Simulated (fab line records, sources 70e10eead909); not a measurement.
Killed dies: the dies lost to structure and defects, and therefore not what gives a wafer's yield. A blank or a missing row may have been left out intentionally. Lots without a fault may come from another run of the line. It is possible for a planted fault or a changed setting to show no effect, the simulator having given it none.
fab line records	flow nand_harc
record: lots: 24	wafers: 72	last_day: 34
route steps=1302 shown A_STAIRCASE@869 A_SLIT@933
lots with no fault: from the same line, run without faults
start_h: hours from the record's first day to the start of the lot's first wafer shown	wait_h: time in hours since the lot's previous step	" unchanged from the row above	L1.1+2: a row that stands for several wafers	- value missing, or start not given	* or withheld: withheld	< > ~ a bound
route shown NAME@n: NAME is a module with steps in the file, n the number in the route of the first one	usual: mean/standard deviation of fault-free wafers	same: alike in all rows	chamber/n: place in a boat	sites: the reading at each site	_std_site: their standard deviation	_edge_site: mean of outer sites minus mean of inner sites	radius_mm: for every site, how far away it sits from the centre of the wafer	mask NAME#n: copy n	behind: the last tool/chamber to shape the wafer	hold: reason for holding the lot/hours on hold/outcome of the hold	device: whichever transistor did not switch (one of n, p or np)	end of line: tests of these same wafers at the route's end	a step without rows: its recipe alone	killed: dies lost to structure and defects at the first sort, not the wafer's yield	map: a wafer's dies, marking killed ones x, the rest . and places with no die _
set.NAME: the setting the step ran with; set.NAME@STEP: the setting that earlier step ran with	model.NAME: the simulator's own value behind a step, which no gauge read
steps of the route over a sample of lots; a table a step, a row a wafer
services: a tool's chamber out of use, with start hour (start_h, from the record's first day; less than 0 if before it), hours out, and reason
== steps ==
step: NHARC_A_STAIRCASE_DESCUM_443
recipe: time_s: 3	o2_flow_sccm: 200	ar_flow_sccm: 0	bias_power_w: 0	chemistry: O2
usual: drypump_motor_current_A: 5.68/0.28	oes_product_au: 0.998/0.0093	rf_vpp_V: 57.8/0.91	showerhead_plenum_p_Torr: 1.90/0.1	throttle_valve_pct: 11.310/0.0095
lot.wafer	tool	chamber	start_h	wait_h	drypump_motor_current_A	oes_product_au	rf_hours_counter_h	rf_vpp_V	showerhead_plenum_p_Torr	throttle_valve_pct
L074.2	rie_diel-09	3	411.48	-	5.33	0.988	33	56.9	1.78	11.288
L074.1	"	0	"	"	5.32	1.010	34	56.7	1.76	11.304
L074.6	"	3	"	"	5.32	1.001	-	57.1	1.78	11.309
L076.1	rie_diel-09	0	442.29	-	5.29	1.012	43	57.0	1.76	11.297
L076.2	"	1	"	"	5.42	0.998	43	58.1	1.97	11.309
L076.6	"	1	"	"	5.43	0.993	-	57.9	1.97	11.312
L075.4	rie_diel-05	3	442.45	-	6.04	1.000	6	57.2	1.93	11.316
L075.3	"	1	"	"	5.78	1.011	7	57.7	1.80	11.307
L075.6	"	0	"	"	5.57	0.993	-	58.4	1.81	11.316
L078.1	rie_diel-09	2	456.67	-	5.84	0.993	48	58.8	1.95	11.312
L078.3	"	3	"	"	5.36	0.995	49	57.7	1.77	11.320
L078.6	"	0	"	"	5.28	1.017	-	56.8	1.76	11.305
L077.3	rie_diel-05	3	456.82	-	6.05	0.995	9	57.9	1.93	11.310
L077.2	"	1	"	"	5.77	0.997	12	58.0	1.79	11.298
L077.4	"	2	"	"	6.05	0.998	9	58.5	1.95	11.308
L079.4	rie_diel-11	2	478.36	-	6.06	1.005	11	59.0	2.07	11.296
L079.5	"	2	"	"	6.07	1.000	-	58.5	2.07	11.315
L079.6	"	3	"	"	5.67	0.991	-	57.6	1.88	11.314
L080.1	rie_diel-09	3	495.61	-	5.34	1.001	61	57.0	1.77	11.330
L080.2	"	1	"	"	5.43	0.997	66	58.2	1.96	11.323
L080.5	"	2	"	"	5.88	0.998	-	59.2	1.94	11.299
L082.3	rie_diel-09	3	514.10	-	5.36	1.008	1	57.8	2.08	11.317
L082.5	"	2	"	"	5.83	0.994	-	57.4	1.94	11.321
L082.6	"	3	"	"	5.36	0.996	-	57.6	2.08	11.316
L081.4	rie_diel-11	1	514.25	-	5.46	1.014	24	55.4	1.80	11.313
L081.1	"	3	"	"	5.67	0.985	25	56.9	1.88	11.303
L081.5	"	1	"	"	5.47	1.023	-	57.0	1.79	11.310
L085.2	rie_diel-09	2	541.85	-	5.90	1.004	11	58.5	1.94	11.326
L085.4	"	3	"	"	5.36	1.015	11	58.0	2.07	11.312
L085.1	"	0	"	"	5.28	1.009	8	58.9	2.07	11.311
L084.4	rie_diel-11	1	541.88	-	5.47	1.009	36	57.7	1.79	11.295
L084.2	"	2	"	"	6.05	1.011	32	59.0	2.07	11.312
L084.3	"	0	"	"	5.92	0.988	34	57.0	1.78	11.306
L083.1	rie_diel-05	1	542.04	-	5.79	0.994	39	56.7	1.79	11.316
L083.3	"	2	"	"	6.03	1.005	32	58.6	1.95	11.328
L083.6	"	1	"	"	5.77	0.999	-	58.9	1.79	11.312
L087.1	rie_diel-05	1	542.10	-	5.75	0.991	39	57.7	1.79	11.303
L087.6	"	3	"	"	6.03	0.998	-	58.1	1.92	11.309
L087.5	"	0	"	"	5.53	1.001	-	56.9	1.80	11.319
L086.1	rie_diel-09	0	553.01	-	5.31	0.993	13	57.9	2.07	11.291
L086.2	"	1	"	"	5.41	1.002	15	58.2	1.95	11.305
L086.6	"	0	"	"	5.31	1.001	-	58.3	2.07	11.307
L088.3	rie_diel-09	1	567.44	-	5.44	1.013	20	58.8	1.95	11.299
L088.2	"	2	"	"	5.84	0.996	21	58.2	1.94	11.301
L088.6	"	1	"	"	5.43	1.004	-	57.0	1.95	11.307
L090.2	rie_diel-05	3	567.59	-	6.05	0.993	45	58.4	1.92	11.309
L090.3	"	1	"	"	5.78	0.995	50	57.1	1.78	11.314
L090.5	"	3	"	"	6.04	0.997	-	57.8	1.92	11.296
L089.3	rie_diel-05	0	567.64	-	5.56	1.000	47	58.1	1.79	11.302
L089.4	"	2	"	"	6.04	0.995	45	57.6	1.94	11.308
L089.5	"	1	"	"	5.78	0.986	-	55.7	1.78	11.293
L091.4	rie_diel-11	3	599.76	-	5.67	0.989	52	56.6	1.87	11.293
L091.1	"	2	"	"	6.06	0.998	52	58.3	2.06	11.305
L091.6	"	3	"	"	5.67	0.990	-	58.1	1.87	11.317
L092.4	rie_diel-11	0	609.13	-	5.94	0.992	57	56.0	1.78	11.308
L092.3	"	1	"	"	5.46	0.997	62	57.6	1.78	11.327
L092.1	"	2	"	"	6.06	1.012	55	59.8	2.06	11.329
L094.2	rie_diel-09	0	624.53	-	5.28	1.006	34	57.5	2.06	11.306
L094.5	"	2	"	"	5.82	0.996	-	57.6	1.93	11.312
L094.6	"	3	"	"	5.35	0.993	-	58.3	2.06	11.317
L093.4	rie_diel-11	1	624.68	-	5.45	0.997	0	57.5	1.78	11.306
L093.3	"	2	"	"	6.06	1.007	0	59.1	2.06	11.316
L093.1	"	3	"	"	5.67	0.986	0	59.5	1.86	11.307
L095.3	rie_diel-09	2	636.55	-	5.86	1.001	38	60.0	1.93	11.311
L095.1	"	3	"	"	5.33	0.996	40	59.2	2.06	11.311
L095.2	"	0	"	"	5.28	1.004	40	59.7	2.06	11.328
L096.4	rie_diel-05	2	636.70	-	6.07	0.976	13	58.1	1.93	11.301
L096.3	"	1	"	"	5.77	0.980	13	58.7	1.78	11.315
L096.6	"	3	"	"	6.01	1.004	-	56.6	1.91	11.311
L097.3	rie_diel-05	3	670.81	-	6.04	1.001	27	57.8	1.91	11.305
L097.2	"	0	"	"	5.57	0.979	28	57.0	1.78	11.309
L097.4	"	1	"	"	5.80	0.986	27	56.7	1.77	11.314
step: NHARC_A_STAIRCASE_CMP_152
usual: motor_current_A: 12.0/0.77
lot.wafer	tool	chamber	start_h	wait_h	motor_current_A
L074.1	cmp-03	2	418.17	0.1	12.5
L074.2	"	1	"	"	13.3
L074.6	"	2	"	"	11.5
L076.1	cmp-04	3	447.63	0.1	11.3
L076.2	"	0	"	"	11.1
L076.6	"	3	"	"	11.1
L075.4	cmp-01	2	448.25	0.1	12.5
L075.3	"	3	"	"	12.8
L075.6	"	1	"	"	11.6
L078.3	cmp-04	0	462.09	0.1	11.6
L078.1	"	2	"	"	11.7
L078.6	"	1	"	"	10.7
L077.3	cmp-04	3	462.29	0.1	11.0
L077.4	"	0	"	"	11.2
L077.2	"	2	"	"	11.6
L079.4	cmp-03	3	483.72	0.1	12.1
L079.5	"	0	"	"	13.4
L079.6	"	1	"	"	12.5
L080.1	cmp-01	0	500.91	0.1	12.0
L080.2	"	2	"	"	12.0
L080.5	"	0	"	"	12.6
L082.3	cmp-04	0	519.45	0.1	11.3
L082.6	"	0	"	"	11.9
L082.5	"	1	"	"	11.3
L081.4	cmp-03	0	519.66	0.1	13.5
L081.1	"	1	"	"	12.3
L081.5	"	3	"	"	11.6
L085.2	cmp-04	1	547.22	0.1	11.3
L085.4	"	2	"	"	11.7
L085.1	"	3	"	"	10.6
L084.4	cmp-03	2	547.36	0.1	11.5
L084.3	"	3	"	"	11.3
L084.2	"	1	"	"	12.7
L083.3	cmp-04	0	547.51	0.1	11.5
L083.1	"	1	"	"	10.9
L083.6	"	0	"	"	10.8
L087.1	cmp-01	1	550.26	0.1	11.7
L087.6	"	3	"	"	12.9
L087.5	"	0	"	"	12.2
L086.2	cmp-01	1	558.46	0.1	12.9
L086.1	"	2	"	"	12.3
L086.6	"	1	"	"	11.7
L088.2	cmp-04	3	572.77	0.1	11.0
L088.3	"	1	"	"	11.4
L088.6	"	2	"	"	12.2
L090.2	cmp-03	3	572.94	0.1	12.1
L090.3	"	1	"	"	12.6
L090.5	"	3	"	"	11.9
L089.3	cmp-03	2	575.79	0.1	11.2
L089.4	"	3	"	"	11.2
L089.5	"	1	"	"	12.8
L091.4	cmp-01	3	605.15	0.1	12.9
L091.1	"	0	"	"	13.4
L091.6	"	3	"	"	13.2
L092.3	cmp-01	1	614.47	0.1	11.7
L092.4	"	2	"	"	12.5
L092.1	"	3	"	"	13.2
L094.2	cmp-01	1	629.92	0.1	11.9
L094.6	"	3	"	"	12.6
L094.5	"	0	"	"	12.9
L093.4	cmp-03	1	630.18	0.1	12.2
L093.3	"	2	"	"	12.4
L093.1	"	3	"	"	11.4
L095.2	cmp-04	2	641.89	0.1	12.0
L095.1	"	3	"	"	11.4
L095.3	"	0	"	"	11.5
L096.3	cmp-01	2	642.02	0.1	12.3
L096.4	"	3	"	"	13.3
L096.6	"	2	"	"	12.6
L097.2	cmp-03	3	676.15	0.1	11.9
L097.4	"	0	"	"	14.0
L097.3	"	2	"	"	12.0
step: NHARC_A_STAIRCASE_ETCHBACK_422
recipe: target_depth_a: 400	over_etch_frac: 0.3	time_s: 74.286	ion_energy_ev: 120	ch3f_flow_sccm: 50	o2_flow_sccm: 30	ar_flow_sccm: 200	rf_w: 500	bias_w: 100	chemistry: CH3F/O2
usual: drypump_motor_current_A: 5.77/0.25	oes_product_au: 0.95/0.036	rf_vpp_V: 244.0/1.8	showerhead_plenum_p_Torr: 2.43/0.13	throttle_valve_pct: 20.665/0.0093
lot.wafer	tool	chamber	start_h	wait_h	drypump_motor_current_A	oes_product_au	rf_hours_counter_h	rf_vpp_V	showerhead_plenum_p_Torr	throttle_valve_pct
L074.1	rie_diel-11	2	418.63	0.1	6.05	0.92	53	242.0	2.28	20.659
L074.2	"	3	"	"	5.67	0.92	52	244.4	2.42	20.686
L074.6	"	3	"	"	5.69	0.90	-	242.3	2.42	20.666
L076.1	rie_diel-11	0	448.09	0.2	5.95	1.00	2	243.0	2.31	20.655
L076.2	"	1	"	"	5.48	1.01	2	244.0	2.32	20.677
L076.6	"	3	"	"	5.69	0.99	-	245.3	2.42	20.673
L075.3	rie_diel-05	2	448.69	0.1	6.08	0.99	8	245.6	2.51	20.665
L075.4	"	3	"	"	6.08	0.99	8	243.7	2.48	20.680
L075.6	"	3	"	"	6.05	0.98	-	245.6	2.48	20.663
L078.3	rie_diel-11	3	462.61	0.1	5.68	1.00	6	243.6	2.42	20.659
L078.1	"	1	"	"	5.48	1.01	7	242.5	2.32	20.664
L078.6	"	0	"	"	5.94	0.98	-	243.0	2.31	20.666
L077.3	rie_diel-11	0	462.75	0.1	5.96	0.99	7	243.4	2.31	20.667
L077.2	"	1	"	"	5.45	1.00	7	243.2	2.32	20.663
L077.4	"	2	"	"	6.04	1.01	6	246.9	2.66	20.666
L079.4	rie_diel-09	2	484.20	0.2	5.88	0.92	-	243.8	2.50	20.664
L079.5	"	2	"	"	5.80	0.91	-	244.3	2.50	20.683
L079.6	"	1	"	"	5.43	0.92	-	244.6	2.52	20.675
L080.1	rie_diel-11	1	501.45	0.2	5.46	0.93	21	242.9	2.31	20.667
L080.2	"	2	"	"	6.07	0.93	19	246.5	2.65	20.665
L080.5	"	0	"	"	5.96	0.91	-	242.0	2.30	20.663
L082.3	rie_diel-11	1	519.91	0.1	5.48	0.93	29	243.6	2.31	20.665
L082.6	"	2	"	"	6.08	0.93	-	246.9	2.65	20.661
L082.5	"	3	"	"	5.68	0.91	-	243.7	2.41	20.664
L081.1	rie_diel-05	1	520.10	0.1	5.78	0.91	35	243.1	2.30	20.664
L081.4	"	0	"	"	5.57	0.92	35	243.4	2.31	20.666
L081.5	"	1	"	"	5.78	0.91	-	241.2	2.30	20.643
L085.2	rie_diel-11	0	547.67	0.1	5.96	0.93	38	242.3	2.30	20.661
L085.1	"	1	"	"	5.46	0.93	40	241.6	2.31	20.656
L085.4	"	2	"	"	6.04	0.94	37	247.3	2.64	20.656
L084.2	rie_diel-09	0	547.82	0.1	5.26	1.01	12	246.4	2.65	20.654
L084.3	"	1	"	"	5.45	1.01	13	245.6	2.51	20.668
L084.4	"	2	"	"	5.82	0.99	16	244.5	2.49	20.663
L083.1	rie_diel-05	2	547.96	0.1	6.04	0.97	40	245.9	2.49	20.667
L083.3	"	0	"	"	5.58	0.95	42	241.4	2.31	20.658
L083.6	"	2	"	"	6.06	0.95	-	244.8	2.49	20.667
L087.1	rie_diel-11	0	550.72	0.2	5.96	0.91	39	241.1	2.30	20.664
L087.5	"	2	"	"	6.05	0.93	-	245.5	2.64	20.664
L087.6	"	3	"	"	5.68	0.91	-	242.8	2.41	20.671
L086.2	rie_diel-11	1	558.93	0.2	5.47	0.94	44	242.3	2.30	20.668
L086.1	"	2	"	"	6.05	0.94	41	248.1	2.64	20.681
L086.6	"	0	"	"	5.95	0.91	-	241.6	2.30	20.674
L088.3	rie_diel-11	3	573.22	0.1	5.68	0.92	46	245.1	2.40	20.660
L088.2	"	0	"	"	5.96	0.92	45	242.3	2.29	20.656
L088.6	"	3	"	"	5.68	0.93	-	244.3	2.40	20.659
L090.2	rie_diel-05	1	573.40	0.1	5.77	0.94	55	242.9	2.29	20.663
L090.3	"	0	"	"	5.56	0.95	52	243.5	2.31	20.680
L090.5	"	2	"	"	6.05	0.96	-	245.2	2.49	20.674
L089.3	rie_diel-11	3	576.24	0.1	5.70	0.92	46	242.3	2.40	20.650
L089.4	"	1	"	"	5.47	0.93	48	240.6	2.30	20.664
L089.5	"	0	"	"	5.97	0.91	-	242.3	2.29	20.689
L091.4	rie_diel-05	1	605.65	0.2	5.75	1.00	4	243.1	2.29	20.676
L091.1	"	0	"	"	5.56	0.99	3	242.8	2.31	20.658
L091.6	"	2	"	"	6.03	1.00	-	245.3	2.49	20.667
L092.1	rie_diel-09	0	614.93	0.1	5.30	0.93	32	247.0	2.64	20.673
L092.3	"	1	"	"	5.42	0.93	33	244.5	2.50	20.648
L092.4	"	3	"	"	5.31	0.93	34	245.6	2.65	20.656
L094.2	rie_diel-09	0	630.39	0.2	5.29	0.92	38	245.6	2.64	20.664
L094.5	"	3	"	"	5.32	0.93	-	247.1	2.64	20.655
L094.6	"	0	"	"	5.29	0.92	-	246.9	2.64	20.670
L093.1	rie_diel-11	3	630.66	0.2	5.70	0.98	4	242.5	2.40	20.659
L093.4	"	0	"	"	5.95	0.99	4	241.2	2.29	20.660
L093.3	"	1	"	"	5.46	1.00	2	242.3	2.30	20.667
L095.2	rie_diel-05	0	642.35	0.1	5.57	0.91	17	240.6	2.30	20.690
L095.1	"	1	"	"	5.78	0.92	17	241.0	2.29	20.661
L095.3	"	2	"	"	6.05	0.91	16	244.1	2.48	20.659
L096.4	rie_diel-05	1	642.48	0.1	5.75	0.92	18	241.5	2.29	20.673
L096.3	"	3	"	"	6.04	0.93	16	245.9	2.46	20.661
L096.6	"	1	"	"	5.75	0.91	-	242.5	2.29	20.676
L097.2	rie_diel-05	2	676.63	0.1	6.05	0.98	29	244.2	2.48	20.647
L097.3	"	3	"	"	6.02	0.99	29	243.5	2.45	20.663
L097.4	"	0	"	"	5.56	0.98	30	242.0	2.30	20.670
step: NHARC_A_STAIRCASE_STRIP_475
recipe: time_s: 20	o2_flow_sccm: 500	ar_flow_sccm: 0	bias_w: 0	chemistry: O2
usual: drypump_motor_current_A: 5.71/0.27	oes_product_au: 0.997/0.0096	rf_vpp_V: 57.6/0.97	showerhead_plenum_p_Torr: 3.49/0.18	throttle_valve_pct: 17.035/0.01
lot.wafer	tool	chamber	start_h	wait_h	drypump_motor_current_A	oes_product_au	rf_hours_counter_h	rf_vpp_V	showerhead_plenum_p_Torr	throttle_valve_pct
L074.2	rie_diel-09	3	-	-	5.38	0.998	38	56.6	3.29	17.023
L074.1	"	2	"	"	5.83	1.009	38	58.7	3.59	17.042
L074.6	"	0	"	"	5.32	1.002	-	58.7	3.27	17.028
L076.1	rie_diel-11	0	-	-	5.96	0.999	2	58.0	3.32	17.026
L076.2	"	3	"	"	5.67	1.002	1	58.4	3.48	17.030
L076.6	"	1	"	"	5.50	1.016	-	56.2	3.34	17.039
L075.3	rie_diel-11	2	-	-	6.07	1.004	2	58.2	3.81	17.026
L075.4	"	3	"	"	5.69	0.989	1	57.8	3.48	17.034
L075.6	"	2	"	"	6.07	1.007	-	58.1	3.81	17.054
L078.1	rie_diel-11	0	-	-	5.95	0.987	7	56.0	3.32	17.053
L078.3	"	3	"	"	5.68	0.990	6	58.5	3.47	17.029
L078.6	"	1	"	"	5.46	1.000	-	58.2	3.33	17.041
L077.2	rie_diel-09	3	-	-	5.36	0.989	52	56.9	3.29	17.062
L077.4	"	0	"	"	5.33	1.008	55	57.2	3.26	17.038
L077.3	"	1	"	"	5.44	0.990	54	59.0	3.61	17.034
L079.4	rie_diel-11	3	-	-	5.70	0.991	16	56.8	3.47	17.042
L079.6	"	0	"	"	5.95	0.988	-	55.8	3.31	17.035
L079.5	"	1	"	"	5.46	1.020	-	57.1	3.33	17.038
L080.2	rie_diel-11	3	502.12	0.2	5.70	0.983	21	57.1	3.47	17.018
L080.1	"	2	"	"	6.08	0.995	19	58.3	3.80	17.036
L080.5	"	1	"	"	5.48	1.000	-	57.2	3.33	17.052
L082.3	rie_diel-05	3	-	-	6.01	1.000	30	58.1	3.55	17.042
L082.6	"	2	"	"	6.04	1.001	-	58.7	3.59	17.046
L082.5	"	3	"	"	6.04	0.999	-	56.5	3.55	17.048
L081.1	rie_diel-05	1	-	-	5.80	0.983	35	55.6	3.31	17.041
L081.4	"	2	"	"	6.09	0.989	29	57.4	3.58	17.043
L081.5	"	1	"	"	5.79	0.991	-	57.9	3.31	17.043
L085.1	rie_diel-09	0	-	-	5.27	0.994	12	58.4	3.80	17.040
L085.4	"	2	"	"	5.82	0.999	16	57.2	3.57	17.021
L085.2	"	3	"	"	5.34	1.004	14	59.9	3.80	17.031
L084.4	rie_diel-11	1	-	-	5.48	1.010	41	57.4	3.32	17.035
L084.2	"	2	"	"	6.08	1.015	37	58.2	3.79	17.043
L084.3	"	3	"	"	5.70	0.988	37	57.8	3.46	17.033
L083.1	rie_diel-05	3	-	-	6.05	0.981	39	57.8	3.54	17.034
L083.3	"	0	"	"	5.58	0.986	42	57.7	3.32	17.039
L083.6	"	0	"	"	5.57	0.990	-	57.7	3.32	17.049
L087.1	rie_diel-05	0	-	-	5.57	1.008	43	57.7	3.32	17.038
L087.5	"	1	"	"	5.77	0.999	-	57.0	3.31	17.030
L087.6	"	2	"	"	6.05	1.001	-	58.4	3.58	17.032
L086.2	rie_diel-05	1	-	-	5.79	0.992	48	56.7	3.30	17.038
L086.1	"	3	"	"	6.05	0.997	43	59.2	3.54	17.023
L086.6	"	1	"	"	5.77	0.997	-	56.5	3.30	17.046
L088.3	rie_diel-05	0	-	-	5.56	0.991	53	58.0	3.32	17.021
L088.2	"	2	"	"	6.10	0.986	51	58.1	3.57	17.038
L088.6	"	3	"	"	6.02	0.999	-	57.3	3.54	17.041
L090.3	rie_diel-11	0	-	-	5.98	0.978	45	56.5	3.30	17.035
L090.2	"	1	"	"	5.48	1.008	48	57.5	3.31	17.020
L090.5	"	0	"	"	6.00	0.988	-	57.2	3.30	17.045
L089.4	rie_diel-09	3	-	-	5.36	1.002	25	59.4	3.79	17.039
L089.3	"	0	"	"	5.32	0.996	24	58.6	3.79	17.040
L089.5	"	0	"	"	5.31	1.004	-	57.8	3.79	17.031
L091.1	rie_diel-11	3	606.24	0.2	5.68	0.990	57	56.7	3.45	17.036
L091.6	"	0	"	"	5.95	0.983	-	56.9	3.29	17.051
L091.4	"	1	"	"	5.46	1.001	-	57.7	3.31	17.039
L092.3	rie_diel-09	1	-	-	5.48	1.000	33	57.5	3.59	17.033
L092.4	"	2	"	"	5.85	0.991	33	57.7	3.56	17.041
L092.1	"	0	"	"	5.33	1.000	32	58.3	3.79	17.028
L094.2	rie_diel-05	2	-	-	6.08	0.973	11	58.6	3.57	17.032
L094.5	"	0	"	"	5.56	0.986	-	56.7	3.31	17.041
L094.6	"	1	"	"	5.79	0.990	-	57.2	3.29	17.044
L093.3	rie_diel-09	3	-	-	5.39	0.997	39	58.1	3.79	17.045
L093.1	"	0	"	"	5.30	1.017	39	57.5	3.78	17.026
L093.4	"	2	"	"	5.85	1.008	37	58.4	3.56	17.040
L095.1	rie_diel-09	0	-	-	5.29	1.001	43	58.5	3.78	17.046
L095.2	"	2	"	"	5.85	0.998	43	56.8	3.55	17.019
L095.3	"	3	"	"	5.35	0.991	44	61.0	3.78	17.048
L096.4	rie_diel-11	1	-	-	5.49	1.009	9	57.3	3.30	17.025
L096.3	"	3	"	"	5.71	0.977	9	57.9	3.44	17.035
L096.6	"	1	"	"	5.48	1.013	-	54.9	3.30	17.035
L097.4	rie_diel-05	2	-	-	6.09	0.995	29	58.0	3.56	17.053
L097.2	"	3	"	"	6.02	0.986	29	57.1	3.52	17.020
L097.3	"	1	"	"	5.79	0.984	31	59.0	3.28	17.027
step: NHARC_A_STAIRCASE_INSPECT_155
usual: raw_defect_count: 443/140
lot.wafer	tool	chamber	start_h	wait_h	raw_defect_count
L074.1	defect_inspect-02	-	420.12	0.1	640
L074.2	"	-	"	"	987
L074.6	"	-	"	"	1002
L076.1	defect_inspect-01	-	449.33	0.1	378
L076.2	"	-	"	"	262
L076.6	"	-	"	"	304
L075.3	defect_inspect-02	-	449.94	0.1	369
L075.4	"	-	"	"	303
L075.6	"	-	"	"	399
L078.1	defect_inspect-02	-	464.04	0.1	302
L078.3	"	-	"	"	608
L078.6	"	-	"	"	351
L077.2	defect_inspect-01	-	464.08	0.1	603
L077.3	"	-	"	"	719
L077.4	"	-	"	"	466
L079.4	defect_inspect-01	-	485.50	0.1	329
L079.5	"	-	"	"	316
L079.6	"	-	"	"	369
L080.1	defect_inspect-01	-	502.83	0.1	462
L080.2	"	-	"	"	294
L080.5	"	-	"	"	572
L082.3	defect_inspect-02	-	521.30	0.1	416
L082.5	"	-	"	"	576
L082.6	"	-	"	"	338
L081.1	defect_inspect-01	-	521.47	0.1	456
L081.4	"	-	"	"	511
L081.5	"	-	"	"	359
L085.1	defect_inspect-01	-	548.92	0.1	627
L085.2	"	-	"	"	495
L085.4	"	-	"	"	315
L084.2	defect_inspect-02	-	549.08	0.1	437
L084.3	"	-	"	"	530
L084.4	"	-	"	"	500
L083.1	defect_inspect-01	-	549.22	0.1	530
L083.3	"	-	"	"	440
L083.6	"	-	"	"	490
L087.1	defect_inspect-01	-	551.94	0.1	425
L087.5	"	-	"	"	496
L087.6	"	-	"	"	263
L086.1	defect_inspect-02	-	560.57	0.1	588
L086.2	"	-	"	"	395
L086.6	"	-	"	"	449
L088.2	defect_inspect-02	-	574.48	0.1	379
L088.3	"	-	"	"	342
L088.6	"	-	"	"	344
L090.2	defect_inspect-01	-	574.65	0.1	444
L090.3	"	-	"	"	296
L090.5	"	-	"	"	310
L089.3	defect_inspect-01	-	577.50	0.1	389
L089.4	"	-	"	"	301
L089.5	"	-	"	"	410
L091.1	defect_inspect-01	-	606.95	0.1	761
L091.4	"	-	"	"	333
L091.6	"	-	"	"	469
L092.1	defect_inspect-02	-	616.18	0.1	439
L092.3	"	-	"	"	307
L092.4	"	-	"	"	311
L094.2	defect_inspect-02	-	631.64	0.1	564
L094.5	"	-	"	"	351
L094.6	"	-	"	"	390
L093.1	defect_inspect-01	-	631.99	0.1	485
L093.3	"	-	"	"	612
L093.4	"	-	"	"	430
L095.1	defect_inspect-01	-	643.59	0.1	531
L095.2	"	-	"	"	270
L095.3	"	-	"	"	325
L096.3	defect_inspect-02	-	643.83	0.1	492
L096.4	"	-	"	"	663
L096.6	"	-	"	"	533
L097.2	defect_inspect-01	-	677.87	0.1	370
L097.3	"	-	"	"	566
L097.4	"	-	"	"	607
step: NHARC_A_SLIT_CD_MEAS_09
recipe: target_cd_nm: 300	landing_energy_ev: 500
usual: cd_nm: 300.1/0.47
lot.wafer	tool	chamber	start_h	wait_h	cd_nm
L074.1	cd_sem-01	0	432.89	-	301.6
L074.2	"	0	"	"	300.2
L074.6	"	0	"	"	301.1
L075.3	cd_sem-03	0	463.25	-	300.3
L075.4	"	0	"	"	300.1
L075.6	"	0	"	"	299.7
L076.1	cd_sem-01	0	464.50	-	299.8
L076.2	"	0	"	"	300.6
L076.6	"	0	"	"	300.6
L078.1	cd_sem-01	0	476.26	-	299.5
L078.3	"	0	"	"	299.6
L078.6	"	0	"	"	299.2
L077.2	cd_sem-01	0	476.62	-	300.9
L077.3	"	0	"	"	301.1
L077.4	"	0	"	"	300.6
L079.4	cd_sem-01	0	498.66	-	300.1
L079.5	"	0	"	"	299.3
L079.6	"	0	"	"	299.6
L080.1	cd_sem-01	0	518.03	-	299.5
L080.2	"	0	"	"	299.2
L080.5	"	0	"	"	299.9
L082.3	cd_sem-03	0	534.74	-	299.9
L082.5	"	0	"	"	299.5
L082.6	"	0	"	"	300.1
L081.1	cd_sem-01	0	534.99	-	300.4
L081.4	"	0	"	"	299.8
L081.5	"	0	"	"	300.5
L084.2	cd_sem-03	0	565.27	-	300.0
L084.3	"	0	"	"	300.1
L084.4	"	0	"	"	300.5
L085.1	cd_sem-02	0	565.43	-	300.1
L085.2	"	0	"	"	300.7
L085.4	"	0	"	"	300.3
L083.1	cd_sem-03	0	568.98	-	299.3
L083.3	"	0	"	"	299.7
L083.6	"	0	"	"	299.7
L087.1	cd_sem-02	0	569.19	-	300.6
L087.5	"	0	"	"	300.4
L087.6	"	0	"	"	300.4
L086.1	cd_sem-03	0	578.12	-	300.3
L086.2	"	0	"	"	299.5
L086.6	"	0	"	"	299.9
L088.2	cd_sem-02	0	587.93	-	300.4
L088.3	"	0	"	"	300.8
L088.6	"	0	"	"	300.0
L090.2	cd_sem-01	0	588.09	-	300.0
L090.3	"	0	"	"	300.0
L090.5	"	0	"	"	299.7
L089.3	cd_sem-02	0	588.88	-	299.1
L089.4	"	0	"	"	300.1
L089.5	"	0	"	"	300.1
L091.1	cd_sem-03	0	623.94	-	300.6
L091.4	"	0	"	"	300.6
L091.6	"	0	"	"	300.9
L092.1	cd_sem-03	0	635.86	-	300.6
L092.3	"	0	"	"	299.9
L092.4	"	0	"	"	300.1
L094.2	cd_sem-03	0	646.89	-	300.6
L094.5	"	0	"	"	299.8
L094.6	"	0	"	"	300.7
L093.1	cd_sem-03	0	647.11	-	300.5
L093.3	"	0	"	"	299.9
L093.4	"	0	"	"	300.0
L096.3	cd_sem-03	0	656.76	-	300.3
L096.4	"	0	"	"	300.7
L096.6	"	0	"	"	299.9
L095.1	cd_sem-02	0	657.69	-	300.1
L095.2	"	0	"	"	300.0
L095.3	"	0	"	"	299.8
L097.2	cd_sem-03	0	693.71	-	300.0
L097.3	"	0	"	"	300.3
L097.4	"	0	"	"	300.6
== services ==
tool	chamber	start_h	hours	kind
cmp-03	-	389.90	15.5	repair
rie_diel-11	3	395.85	1.2	repair
cmp-04	-	405.00	4.0	pm
rie_diel-05	-	406.60	9.0	pm
cmp-03	-	410.08	1.7	repair
cmp-04	-	410.94	2.7	repair
cmp-03	-	412.41	1.2	repair
cmp-03	-	428.85	1.4	repair
cmp-03	-	452.57	1.5	repair
cmp-03	-	456.79	4.0	pm
cmp-01	-	462.39	0.5	repair
rie_diel-09	3	478.20	7.3	repair
rie_diel-09	-	498.49	9.0	pm
rie_diel-05	2	514.91	3.0	repair
rie_diel-05	0	554.66	1.3	repair
rie_diel-11	-	555.10	0.7	repair
rie_diel-05	-	583.74	9.0	pm
rie_diel-11	2	584.07	7.0	repair
rie_diel-09	2	603.21	4.1	repair
rie_diel-11	2	603.70	5.3	repair
rie_diel-11	-	612.82	9.0	pm
rie_diel-09	3	643.16	4.3	repair
rie_diel-05	2	653.44	5.8	repair
rie_diel-09	-	675.49	9.0	pm
== key ==
fault none
